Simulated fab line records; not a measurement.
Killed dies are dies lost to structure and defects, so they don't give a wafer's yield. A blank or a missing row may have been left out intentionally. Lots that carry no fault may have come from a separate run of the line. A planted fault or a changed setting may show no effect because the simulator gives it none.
The tool behind it: which one? | flow nandHarc | 72 wafers from 24 lots sampled at 6 of the route's 1302 steps

## WHAT THE GAUGES READ, wafer by wafer
NHARC_P_M0_INSPECT_11.
lot  | measured     | on               | rawDefectCount
L074 | day 6 15:06  | defectInspect-02 | 6 2 6
L075 | day 6 16:02  | defectInspect-02 | 4 2 5
L076 | day 6 16:50  | defectInspect-02 | 4 3 6
L077 | day 7 07:04  | defectInspect-01 | 5 2 5
L078 | day 7 17:26  | defectInspect-02 | 10 4 4
L079 | day 8 08:10  | defectInspect-01 | 2 4 0
L080 | day 8 10:40  | defectInspect-01 | 4 4 4
L081 | day 9 07:32  | defectInspect-02 | 7 8 5
L082 | day 9 15:56  | defectInspect-02 | 2 6 3
L084 | day 9 20:56  | defectInspect-01 | 1 3 1
L083 | day 9 21:13  | defectInspect-02 | 9 5 12
L085 | day 10 13:06 | defectInspect-02 | 5 3 5
L086 | day 10 22:15 | defectInspect-01 | 3 6 0
L087 | day 12 03:51 | defectInspect-01 | 3 2 5
L088 | day 12 01:24 | defectInspect-01 | 8 8 10
L089 | day 12 02:26 | defectInspect-01 | 3 3 6
L090 | day 12 16:47 | defectInspect-02 | 5 3 4
L091 | day 13 00:25 | defectInspect-02 | 4 3 6
L092 | day 13 12:58 | defectInspect-02 | 5 5 3
L093 | day 13 18:44 | defectInspect-02 | 3 0 3
L094 | day 14 07:29 | defectInspect-01 | 5 7 7
L095 | day 14 21:56 | defectInspect-02 | 9 9 11
L096 | day 15 03:28 | defectInspect-01 | 6 2 4
L097 | day 15 11:46 | defectInspect-01 | 1 5 6

## WHICH TOOL RAN EACH LOT (tool, then ch and the chambers of the sampled wafers, then the start)
lot  | NHARC_P_GATE_DESCUM_31            | NHARC_P_GATE_DESCUM_48            | NHARC_P_CONTACT_DESCUM_17         | NHARC_P_CONTACT_DEGAS_38    | NHARC_P_CONTACT_ALD_22
L074 | rieDiel-05 ch 0,2,3, day 5 11:31  | rieDiel-12 ch 0,1,3, day 5 23:25  | rieDiel-13 ch 0,2,3, day 6 11:06  | pvdSputter-02, day 6 12:41  | aldMetal-01 ch 1,2,3, day 6 12:56
L075 | rieDiel-05 ch 0,3, day 5 15:46    | rieDiel-05 ch 0,1,2, day 6 03:35  | rieDiel-09 ch 0,1,3, day 6 11:46  | pvdSputter-03, day 6 13:22  | aldMetal-03 ch 0,2,3, day 6 13:36
L076 | rieDiel-05 ch 0,2, day 5 16:23    | rieDiel-12 ch 0,1,2, day 6 04:25  | rieDiel-09 ch 0,1,3, day 6 12:40  | pvdSputter-02, day 6 14:14  | aldMetal-01 ch 0,1,2, day 6 14:30
L077 | rieDiel-12 ch 0,1,3, day 6 06:53  | rieDiel-05 ch 1,3, day 6 19:00    | rieDiel-13 ch 0,1,2, day 7 03:04  | pvdSputter-03, day 7 04:38  | aldMetal-03 ch 0,2, day 7 04:53
L078 | rieDiel-12 ch 0,1,2, day 6 16:56  | rieDiel-12 ch 0,1,3, day 7 04:53  | rieDiel-02 ch 0,1,3, day 7 13:20  | pvdSputter-03, day 7 14:55  | aldMetal-03 ch 1,2,3, day 7 15:10
L079 | rieDiel-12 ch 0,1,3, day 7 08:10  | rieDiel-05 ch 1,2,3, day 7 20:02  | rieDiel-02 ch 0,2,3, day 8 04:03  | pvdSputter-02, day 8 05:41  | aldMetal-02 ch 1,2,3, day 8 06:02
L080 | rieDiel-12 ch 0,1,3, day 7 09:50  | rieDiel-05 ch 0,1,3, day 7 21:49  | rieDiel-02 ch 0,1,3, day 8 06:34  | pvdSputter-01, day 8 08:09  | aldMetal-03 ch 0,1,3, day 8 08:25
L081 | rieDiel-07 ch 0,1,2, day 8 05:06  | rieDiel-07 ch 0,1,2, day 8 19:16  | rieDiel-13 ch 0,1,2, day 9 03:25  | pvdSputter-03, day 9 04:59  | aldMetal-01 ch 0,1,2, day 9 05:14
L082 | rieDiel-12 ch 0,1,2, day 8 15:14  | rieDiel-07 ch 0,1,2, day 9 03:17  | rieDiel-09 ch 0,1,3, day 9 11:47  | pvdSputter-01, day 9 13:22  | aldMetal-01 ch 0,1,3, day 9 13:39
L084 | rieDiel-05 ch 0,2,3, day 8 20:43  | rieDiel-12 ch 0,2,3, day 9 08:39  | rieDiel-02 ch 1,2, day 9 16:50    | pvdSputter-03, day 9 18:25  | aldMetal-02 ch 1,2,3, day 9 18:41
L083 | rieDiel-07 ch 0,2,3, day 8 20:51  | rieDiel-12 ch 1,2,3, day 9 08:52  | rieDiel-09 ch 1,2,3, day 9 17:04  | pvdSputter-01, day 9 18:42  | aldMetal-03 ch 1,2,3, day 9 18:56
L085 | rieDiel-07 ch 0,2, day 9 13:01    | rieDiel-05 ch 0,1,2, day 10 01:04 | rieDiel-13 ch 1,2,3, day 10 09:08 | pvdSputter-03, day 10 10:42 | aldMetal-03 ch 0,2, day 10 10:57
L086 | rieDiel-07 ch 0,3, day 9 22:16    | rieDiel-12 ch 1,2,3, day 10 10:13 | rieDiel-09 ch 0,1,2, day 10 18:17 | pvdSputter-02, day 10 19:52 | aldMetal-02 ch 1,2, day 10 20:07
L087 | rieDiel-12 ch 1,2, day 11 01:05   | rieDiel-05 ch 1,3, day 11 15:07   | rieDiel-09 ch 0,2,3, day 11 23:39 | pvdSputter-02, day 12 01:17 | aldMetal-03 ch 0,2, day 12 01:32
L088 | rieDiel-05 ch 0,1,3, day 11 01:17 | rieDiel-07 ch 1,3, day 11 13:13   | rieDiel-09 ch 0,2, day 11 21:17   | pvdSputter-01, day 11 22:52 | aldMetal-01 ch 0,1,3, day 11 23:07
L089 | rieDiel-07 ch 0,2,3, day 11 01:31 | rieDiel-12 ch 0,1,2, day 11 13:32 | rieDiel-02 ch 0,1, day 11 22:20   | pvdSputter-03, day 11 23:55 | aldMetal-02 ch 0,1, day 12 00:10
L090 | rieDiel-12 ch 0,1,3, day 11 16:29 | rieDiel-12 ch 0,1,3, day 12 04:23 | rieDiel-09 ch 0,2, day 12 12:38   | pvdSputter-03, day 12 14:16 | aldMetal-03 ch 1,2,3, day 12 14:31
L091 | rieDiel-07 ch 0,1,2, day 12 00:23 | rieDiel-07 ch 1,2,3, day 12 12:13 | rieDiel-09 ch 0,1,2, day 12 20:28 | pvdSputter-03, day 12 22:03 | aldMetal-02 ch 0,1,2, day 12 22:17
L092 | rieDiel-07 ch 1,2, day 12 12:38   | rieDiel-12 ch 0,2,3, day 13 00:43 | rieDiel-09 ch 1,2,3, day 13 08:46 | pvdSputter-02, day 13 10:28 | aldMetal-01 ch 0,3, day 13 10:42
L093 | rieDiel-05 ch 1,2,3, day 12 18:51 | rieDiel-12 ch 1,2, day 13 06:39   | rieDiel-09 ch 0,1,3, day 13 14:44 | pvdSputter-01, day 13 16:19 | aldMetal-02 ch 0,1,2, day 13 16:34
L094 | rieDiel-05 ch 0,2,3, day 13 07:10 | rieDiel-07 ch 1,2,3, day 13 19:10 | rieDiel-09 ch 1,2,3, day 14 03:22 | pvdSputter-01, day 14 04:57 | aldMetal-01 ch 1,2,3, day 14 05:12
L095 | rieDiel-12 ch 0,2,3, day 13 22:01 | rieDiel-05 ch 1,3, day 14 09:47   | rieDiel-09 ch 0,1,3, day 14 17:59 | pvdSputter-03, day 14 19:33 | aldMetal-01 ch 2,3, day 14 19:47
L096 | rieDiel-05 ch 1,2,3, day 14 03:23 | rieDiel-05 ch 1,2, day 14 15:20   | rieDiel-09 ch 1,3, day 14 23:16   | pvdSputter-03, day 15 00:57 | aldMetal-03 ch 0,2,3, day 15 01:11
L097 | rieDiel-05 ch 1,2, day 14 11:28   | rieDiel-12 ch 0,1,3, day 14 23:29 | rieDiel-09 ch 0,1,2, day 15 07:40 | pvdSputter-01, day 15 09:14 | aldMetal-01 ch 2,3, day 15 09:30
- NHARC_P_GATE_DESCUM_31: chemistry O2, time 3 s.
- NHARC_P_GATE_DESCUM_48: chemistry O2, time 3 s.
- NHARC_P_CONTACT_DESCUM_17: chemistry O2, time 3 s.
- NHARC_P_CONTACT_DEGAS_38: time 60 s.
- NHARC_P_CONTACT_ALD_22: deposits TiN, target thk 3 nm, pulse time 1 s, ald cycles 150.

## AS READ BY THE TOOLS THEMSELVES (means over the sampled wafers that have a number; for cases with no such wafer, the mark the record gives instead)
NHARC_P_GATE_DESCUM_31.
lot  | tool       | drypumpMotorCurrentA (A) | oesProductAu (a.u.) | rfVppV (V) | showerheadPlenumPTorr (Torr) | throttleValvePct (%)
L074 | rieDiel-05 | 5.8                      | 0.996               | 58.6       | 1.94                         | 11.312
L075 | rieDiel-05 | 6.1                      | 0.999               | 58.2       | 1.87                         | 11.315
L076 | rieDiel-05 | 5.6                      | 0.981               | 58.6       | 2.01                         | 11.315
L077 | rieDiel-12 | 5.7                      | 1.009               | 58.2       | 2.00                         | 11.312
L078 | rieDiel-12 | 5.6                      | 0.993               | 57.4       | 1.94                         | 11.312
L079 | rieDiel-12 | 5.7                      | 0.995               | 58.9       | 2.00                         | 11.316
L080 | rieDiel-12 | 5.7                      | 1.010               | 58.9       | 2.00                         | 11.308
L081 | rieDiel-07 | 5.8                      | 1.005               | 57.5       | 1.93                         | 11.319
L082 | rieDiel-12 | 5.6                      | 0.998               | 58.4       | 1.94                         | 11.314
L084 | rieDiel-05 | 5.8                      | 1.005               | 57.8       | 1.94                         | 11.302
L083 | rieDiel-07 | 6.4                      | 1.008               | 57.7       | 1.88                         | 11.309
L085 | rieDiel-07 | 6.3                      | 1.009               | 58.2       | 1.87                         | 11.305
L086 | rieDiel-07 | 6.5                      | 0.990               | 57.7       | 1.87                         | 11.301
L087 | rieDiel-12 | 5.3                      | 0.998               | 57.6       | 1.87                         | 11.316
L088 | rieDiel-05 | 5.7                      | 0.994               | 57.8       | 1.94                         | 11.308
L089 | rieDiel-07 | 6.4                      | 1.005               | 57.2       | 1.88                         | 11.309
L090 | rieDiel-12 | 5.7                      | 0.997               | 57.9       | 2.00                         | 11.309
L091 | rieDiel-07 | 5.8                      | 1.006               | 58.4       | 1.93                         | 11.309
L092 | rieDiel-07 | 5.3                      | 0.988               | 57.4       | 1.99                         | 11.315
L093 | rieDiel-05 | 5.7                      | 0.997               | 58.0       | 1.96                         | 11.310
L094 | rieDiel-05 | 5.8                      | 0.997               | 57.5       | 1.94                         | 11.316
L095 | rieDiel-12 | 5.8                      | 1.003               | 57.8       | 1.96                         | 11.303
L096 | rieDiel-05 | 5.7                      | 0.993               | 57.9       | 1.96                         | 11.316
L097 | rieDiel-05 | 5.4                      | 1.011               | 57.7       | 2.02                         | 11.304

NHARC_P_GATE_DESCUM_48.
lot  | tool       | drypumpMotorCurrentA (A) | oesProductAu (a.u.) | rfVppV (V) | showerheadPlenumPTorr (Torr) | throttleValvePct (%)
L074 | rieDiel-12 | 5.7                      | 1.000               | 57.4       | 2.00                         | 11.308
L075 | rieDiel-05 | 5.5                      | 0.988               | 58.3       | 2.00                         | 11.313
L076 | rieDiel-12 | 5.5                      | 0.995               | 58.3       | 1.94                         | 11.315
L077 | rieDiel-05 | 5.9                      | 1.011               | 58.0       | 1.89                         | 11.309
L078 | rieDiel-12 | 5.7                      | 1.000               | 58.3       | 2.00                         | 11.319
L079 | rieDiel-05 | 5.7                      | 0.993               | 58.2       | 1.96                         | 11.315
L080 | rieDiel-05 | 5.8                      | 1.001               | 57.9       | 1.94                         | 11.310
L081 | rieDiel-07 | 5.8                      | 1.001               | 57.4       | 1.93                         | 11.308
L082 | rieDiel-07 | 5.9                      | 1.000               | 57.1       | 1.93                         | 11.300
L084 | rieDiel-12 | 5.8                      | 1.005               | 58.0       | 1.96                         | 11.307
L083 | rieDiel-12 | 5.4                      | 1.003               | 57.4       | 1.94                         | 11.313
L085 | rieDiel-05 | 5.5                      | 1.001               | 58.5       | 2.00                         | 11.317
L086 | rieDiel-12 | 5.4                      | 1.003               | 57.5       | 1.94                         | 11.302
L087 | rieDiel-05 | 5.9                      | 1.002               | 57.9       | 1.89                         | 11.309
L088 | rieDiel-07 | 5.5                      | 0.994               | 58.1       | 1.98                         | 11.308
L089 | rieDiel-12 | 5.6                      | 0.998               | 57.7       | 1.94                         | 11.316
L090 | rieDiel-12 | 5.7                      | 0.997               | 57.8       | 2.00                         | 11.313
L091 | rieDiel-07 | 5.9                      | 0.992               | 58.4       | 1.94                         | 11.309
L092 | rieDiel-12 | 5.8                      | 1.003               | 57.5       | 1.96                         | 11.310
L093 | rieDiel-12 | 5.3                      | 1.003               | 57.7       | 1.87                         | 11.324
L094 | rieDiel-07 | 5.9                      | 0.999               | 56.9       | 1.94                         | 11.301
L095 | rieDiel-05 | 5.9                      | 1.001               | 57.8       | 1.89                         | 11.312
L096 | rieDiel-05 | 5.4                      | 1.002               | 58.0       | 2.02                         | 11.306
L097 | rieDiel-12 | 5.7                      | 1.017               | 57.7       | 2.00                         | 11.306

NHARC_P_CONTACT_DESCUM_17.
lot  | tool       | drypumpMotorCurrentA (A) | oesProductAu (a.u.) | rfVppV (V) | showerheadPlenumPTorr (Torr) | throttleValvePct (%)
L074 | rieDiel-13 | 5.6                      | 1.003               | 58.2       | 1.95                         | 11.319
L075 | rieDiel-09 | 6.2                      | 1.004               | 58.3       | 1.98                         | 11.311
L076 | rieDiel-09 | 6.1                      | 1.001               | 58.5       | 1.98                         | 11.304
L077 | rieDiel-13 | 5.4                      | 1.005               | 57.8       | 2.00                         | 11.315
L078 | rieDiel-02 | 5.5                      | 1.006               | 58.2       | 1.96                         | 11.309
L079 | rieDiel-02 | 5.6                      | 1.011               | 57.8       | 1.94                         | 11.314
L080 | rieDiel-02 | 5.5                      | 0.997               | 58.2       | 1.96                         | 11.318
L081 | rieDiel-13 | 5.4                      | 1.008               | 57.5       | 2.00                         | 11.317
L082 | rieDiel-09 | 6.1                      | 0.991               | 58.0       | 1.98                         | 11.306
L084 | rieDiel-02 | 5.5                      | 1.012               | 57.5       | 2.02                         | 11.316
L083 | rieDiel-09 | 5.8                      | 1.006               | 57.8       | 1.91                         | 11.305
L085 | rieDiel-13 | 5.2                      | 1.006               | 57.5       | 1.92                         | 11.311
L086 | rieDiel-09 | 5.8                      | 0.999               | 57.9       | 1.95                         | 11.304
L087 | rieDiel-09 | 5.8                      | 1.006               | 57.9       | 1.96                         | 11.301
L088 | rieDiel-09 | 5.8                      | 1.010               | 58.8       | 1.99                         | 11.314
L089 | rieDiel-02 | 5.4                      | 0.993               | 58.9       | 2.01                         | 11.311
L090 | rieDiel-09 | 5.4                      | 1.008               | 58.0       | 1.92                         | 11.305
L091 | rieDiel-09 | 5.8                      | 0.998               | 58.7       | 1.95                         | 11.312
L092 | rieDiel-09 | 5.8                      | 0.997               | 58.1       | 1.91                         | 11.310
L093 | rieDiel-09 | 6.2                      | 1.007               | 58.3       | 1.98                         | 11.317
L094 | rieDiel-09 | 5.8                      | 0.992               | 58.3       | 1.91                         | 11.314
L095 | rieDiel-09 | 6.2                      | 0.995               | 58.7       | 1.98                         | 11.320
L096 | rieDiel-09 | 6.2                      | 0.995               | 58.3       | 1.95                         | 11.320
L097 | rieDiel-09 | 5.8                      | 0.996               | 57.9       | 1.94                         | 11.309

NHARC_P_CONTACT_DEGAS_38.
lot  | tool          | heaterPowerW (W)
L074 | pvdSputter-02 | 470
L075 | pvdSputter-03 | 460
L076 | pvdSputter-02 | 510
L077 | pvdSputter-03 | 466
L078 | pvdSputter-03 | 466
L079 | pvdSputter-02 | 489
L080 | pvdSputter-01 | 439
L081 | pvdSputter-03 | 461
L082 | pvdSputter-01 | 464
L084 | pvdSputter-03 | 496
L083 | pvdSputter-01 | 424
L085 | pvdSputter-03 | 540
L086 | pvdSputter-02 | 449
L087 | pvdSputter-02 | 474
L088 | pvdSputter-01 | 472
L089 | pvdSputter-03 | 465
L090 | pvdSputter-03 | 517
L091 | pvdSputter-03 | 501
L092 | pvdSputter-02 | 478
L093 | pvdSputter-01 | 444
L094 | pvdSputter-01 | 422
L095 | pvdSputter-03 | 513
L096 | pvdSputter-03 | 497
L097 | pvdSputter-01 | 467

NHARC_P_CONTACT_ALD_22.
lot  | tool        | heaterPowerW (W) | precursorPulseHeightRel
L074 | aldMetal-01 | 1113             | 0.995
L075 | aldMetal-03 | 1144             | 1.009
L076 | aldMetal-01 | 1026             | 0.999
L077 | aldMetal-03 | 1127             | 1.001
L078 | aldMetal-03 | 1080             | 0.986
L079 | aldMetal-02 | 1102             | 0.991
L080 | aldMetal-03 | 1091             | 1.000
L081 | aldMetal-01 | 1018             | 0.981
L082 | aldMetal-01 | 1048             | 0.998
L084 | aldMetal-02 | 1129             | 1.010
L083 | aldMetal-03 | 1059             | 1.003
L085 | aldMetal-03 | 1135             | 0.995
L086 | aldMetal-02 | 1152             | 0.993
L087 | aldMetal-03 | 1126             | 1.000
L088 | aldMetal-01 | 1055             | 0.999
L089 | aldMetal-02 | 1055             | 0.996
L090 | aldMetal-03 | 1041             | 1.010
L091 | aldMetal-02 | 1071             | 0.994
L092 | aldMetal-01 | 1070             | 0.994
L093 | aldMetal-02 | 1085             | 0.990
L094 | aldMetal-01 | 1142             | 1.018
L095 | aldMetal-01 | 1200             | 1.018
L096 | aldMetal-03 | 1160             | 0.981
L097 | aldMetal-01 | 1195             | 0.998

## THE ANSWER, worked out from the rows above alone
Rule: the usual values come from the lots themselves. Put in order of their means at a reading, lots are off if they are a third of the lots or fewer, leave a main group of 4 or more, and stand apart from it by a gap of 3 or more times the standard deviation of the main group's means; of several such gaps the widest counts. A main group whose means are all the same, to the digits that the tables above print for the reading, isn't used. A lot without any number at a reading at which 4 lots or more have one is off too. The other lots that the step has rows for count as sound. After the gauges, taken in route order, come the tools' own readings; for these a lot's mean is taken, as printed above. The first step at which some lot is off is used, and at that step the reading that is off furthest; a lot without a number counts as furthest.
Across all readings shown, no lot is off: no conclusion can be drawn from this.

## WHAT THE SIMULATOR HAD PUT IN
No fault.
